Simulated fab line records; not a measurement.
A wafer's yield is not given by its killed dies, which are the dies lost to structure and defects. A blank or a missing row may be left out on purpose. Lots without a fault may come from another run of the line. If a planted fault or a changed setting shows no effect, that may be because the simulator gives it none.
Matching of chambers -- flow nand-harc -- pecvd-02 running NHARC_P_M1_PRE_CLEAN_32: 3 sister chambers
The step time 12 s. 3 wafers are shown with their chamber, then 7 later ones without.

WAFERS PAIRED WITH THEIR CHAMBERS
wafer,chamber,heater-power-w (W)
L177.3,0,533
L178.1,2,650
L178.4,1,844

WAFERS WHOSE CHAMBER IS MISSING
wafer,heater-power-w (W)
L178.5,564
L180.2,570
L180.4,589
L180.6,576
L183.2,553
L183.3,565
L183.5,548

EACH ONE'S CHAMBER
wafer,from the rows above,in truth
L178.5,can't be placed: 0 or 2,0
L180.2,can't be placed: 0 or 2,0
L180.4,can't be placed: 0 or 2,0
L180.6,can't be placed: 0 or 2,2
L183.2,0,0
L183.3,can't be placed: 0 or 2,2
L183.5,0,0
2 of 7 placed correctly. Not placeable from these rows: 5 (in 5, the candidates include the true chamber). Wrongly placed: 0.
How it was worked out, from the rows above alone: a wafer's distance from a chamber is the root of the sum, over the readings, of the square of ((its reading less the chamber's mean) divided by the reading's scatter). If the next closest chamber is less than 2 further off than the closest, the wafer can't be placed; otherwise it belongs to the closest. A chamber's mean is the mean of its shown wafers. The scatter: with one shown wafer a chamber, the root of the mean of the squares of how far each hidden wafer lies from its nearest shown one.
